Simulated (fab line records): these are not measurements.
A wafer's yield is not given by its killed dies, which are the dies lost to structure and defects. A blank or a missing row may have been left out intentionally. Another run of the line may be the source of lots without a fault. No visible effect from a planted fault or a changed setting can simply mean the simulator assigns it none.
Chamber matching ; flow nandHarc ; aldMetal-02 running NHARC_A_WL_FILL_ALD_02: 4 sister chambers
The step deposits TiN, target thk 2 nm, pulse time 3 s, ald cycles 100. 4 wafers are shown with their chamber, then 8 later ones without.

EACH WAFER AND ITS CHAMBER
wafer;chamber;heaterPowerOuterW (W)
L076.3;3;635
L084.6;1;669
L085.2;0;683
L092.1;2;696

WAFERS WITH NO CHAMBER GIVEN
wafer;heaterPowerOuterW (W)
L092.4;641
L092.6;636
L093.4;612
L093.5;686
L093.6;670
L097.3;680
L097.4;695
L097.6;640

WHICH CHAMBER EACH WENT THROUGH
wafer;from the rows above;in truth
L092.4;3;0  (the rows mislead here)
L092.6;3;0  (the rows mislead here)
L093.4;3;3
L093.5;can't be placed: 0 or 2 or 1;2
L093.6;can't be placed: 1 or 0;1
L097.3;can't be placed: 0 or 1 or 2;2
L097.4;can't be placed: 2 or 0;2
L097.6;3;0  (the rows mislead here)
Correct placement for 1 of the 8. Can't be placed from these rows: 4 (the true chamber is among the candidates in 4). 3 placed wrongly.
How it was worked out, from the rows above alone: a wafer's distance from a chamber is the root of the sum, over the readings, of the square of ((its reading less the chamber's mean) divided by the reading's scatter). If the next closest chamber is less than 2 further off than the closest, the wafer can't be placed; otherwise it belongs to the closest. Each chamber's mean is taken over the wafers shown for it. The scatter: root of mean squared gap, hidden wafer to nearest shown wafer, with one shown wafer a chamber.
